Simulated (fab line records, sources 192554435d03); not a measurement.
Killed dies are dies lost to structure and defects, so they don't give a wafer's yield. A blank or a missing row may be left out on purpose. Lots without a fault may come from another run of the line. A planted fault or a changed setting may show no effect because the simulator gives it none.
A struck lot beside a sound one | flow n5_finfet | 36 steps out of a route of 1938
Sound: wafers L491.1, L491.2, L491.4. Struck: wafers L486.2, L486.3, L486.4. The cause comes at the end.
At each step with rows: each side's tool, then ch and its chambers, then its first start. Under that, the readings that differ: sound wafers | struck wafers | difference of the means | sigmas: that difference in standard deviations of wafers without a fault.
alike: readings whose means differ by less than 2 such deviations, and words and numbers that are the same on both sides. not compared: withheld readings, readings that some wafer has no value for, bounds like >300 that may hide the same value, and numbers for which the record gives no deviation and whose values overlap.
The two part at a step that has a row with sigmas, a row that says differs or no value, or rows on one side only. Numbers that don't overlap but have no deviation are shown without sigmas and don't part them. A reading that every wafer of one side lacks parts them only if that side has two wafers or more.

first, 8 steps without rows for these wafers: N5_BEOL_M1_ECD_50 (material Cu, target thk 300 nm); N5_BEOL_M1_ANNEAL_51 (time 90 s); N5_BEOL_M1_CMP_52 (polishes, stops on SiOC, t overpolish 6.8 s, target thk 40 nm); N5_BEOL_M1_PRE_CLEAN_60 (time 15 s); N5_BEOL_M1_CO_CAP_55 (material Co, precursor CCTBA/H2, target thk 2 nm, time 102.1 s); N5_BEOL_M1_PRE_CLEAN_56 (time 15 s); N5_BEOL_M1_DEP_57 (deposits SiCN from 3MS/NH3, target thk 8 nm, time 14 s); N5_BEOL_M2_ILD_DEP_00 (deposits SiOC from DEMS/O2, target thk 79 nm, time 15.3 s).
N5_BEOL_M2_PECVD_72: deposits SiO2 from TEOS/O2, target thk 16 nm, time 18 s.
  sound on pecvd-04 ch 0,2, day 10 11:55; struck on pecvd-02 ch 0,1,2, day 9 03:11
  no value came back on the struck wafers for any of 5 readings (chamber_pressure_Torr (Torr), heater_power_outer_w (W) and others); on the sound wafers chamber_pressure_Torr (Torr) reads 5.523 5.499 5.511
then, 25 steps without rows for these wafers: N5_BEOL_M2_HM_DEP_02 (deposits TiN, target thk 20 nm); N5_BEOL_M2_COAT_61 (time 60 s, resist thk 60 nm); N5_BEOL_M2_COAT_62 (time 60 s, resist thk 12 nm); N5_BEOL_M2_COAT_73 (time 60 s, resist thk 5 nm); N5_BEOL_M2_COAT_05 (resist thk 30 nm); N5_BEOL_M2_EBR_07; N5_BEOL_M2_SOFTBAKE_06 (time 60 s); N5_BEOL_M2_EXPOSE_08 (exposes mask M2); N5_BEOL_M2_PEB_09 (peb time 60 s); N5_BEOL_M2_DEVELOP_10 (develop time 30 s); N5_BEOL_M2_DESCUM_16 (chemistry O2, time 7 s); N5_BEOL_M2_ETCH_74 (etches underlayer in N2/H2, target depth 6.5 nm, time 5.2 s); N5_BEOL_M2_ETCH_63 (etches SiARC in CF4, target depth 15.6 nm, time 26 s); N5_BEOL_M2_ETCH_64 (etches SOC in N2/H2, target depth 75 nm, overetch 22.5 nm, time 121.9 s); N5_BEOL_M2_STRIP_65 (strips in N2/H2); N5_BEOL_M2_STRIP_75 (strips in N2/H2); N5_BEOL_M2_STRIP_66 (strips in CF4); N5_BEOL_M2_HM_OPEN_17 (chemistry Cl2/BCl3, target TiN, target depth 20 nm, overetch 6 nm); N5_BEOL_M2_STRIP_19 (strips in O2); N5_BEOL_M2_COAT_67 (time 60 s, resist thk 60 nm); N5_BEOL_M2_COAT_68 (time 60 s, resist thk 12 nm); N5_BEOL_M2_COAT_76 (time 60 s, resist thk 5 nm); N5_BEOL_M2_COAT_22 (resist thk 30 nm); N5_BEOL_M2_EBR_24; N5_BEOL_M2_SOFTBAKE_23 (time 60 s).
N5_BEOL_M4_RC_MEAS_101:
  sound on prober-01 ch 0, day 12 01:19; struck on prober-02 ch 0, day 10 12:28
  alike: DIBL_N, DIBL_P, IOFF_N, IOFF_P, ION_N, ION_P, SS_N, SS_P, VT_N, VT_P
-- the record jumps here: 5 days lie between the struck wafers' starts before and after (it left off in module BEOL_M4 and takes up again in module PASSIVATION, whose first step shown is number 1936 of the route) --
N5_PASSIVATION_PROBE_49:
  sound on prober-02, day 16 03:35; struck on prober-02, day 15 00:49
  reading                  | sound          | struck         | difference | sigmas
  defect_limited_yield (%) | 90.3 92.6 89.4 | 65.2 66.8 65.2 | -25.0      | -19
  killed_at_M0_to_M3       | 45 21 43       | 353 345 342    | +310       | +31
  killed_dies              | 115 87 125     | 411 392 411    | +296       | +20
  killed_on_rim            | 18 10 16       | 19 112 8       | +32        | +8
  sort_bin_5_function (%)  | 5.3 4.3 6.3    | 32.4 30.0 31.5 | +26.0      | +32
  sort_n_pass              | 1065 1093 1055 | 769 788 769    | -296       | -20
  sort_yield_pct (%)       | 90.3 92.6 89.4 | 65.2 66.8 65.2 | -25.0      | -19
  alike: killed_at_M4_up, killed_at_contacts, killed_at_front_end, killed_at_other, killed_open, killed_short, sort_bin_6_memory

WHERE THEY PART
First at N5_BEOL_M2_PECVD_72; last, within this record, at N5_PASSIVATION_PROBE_49.

WHY: what the simulator had put in
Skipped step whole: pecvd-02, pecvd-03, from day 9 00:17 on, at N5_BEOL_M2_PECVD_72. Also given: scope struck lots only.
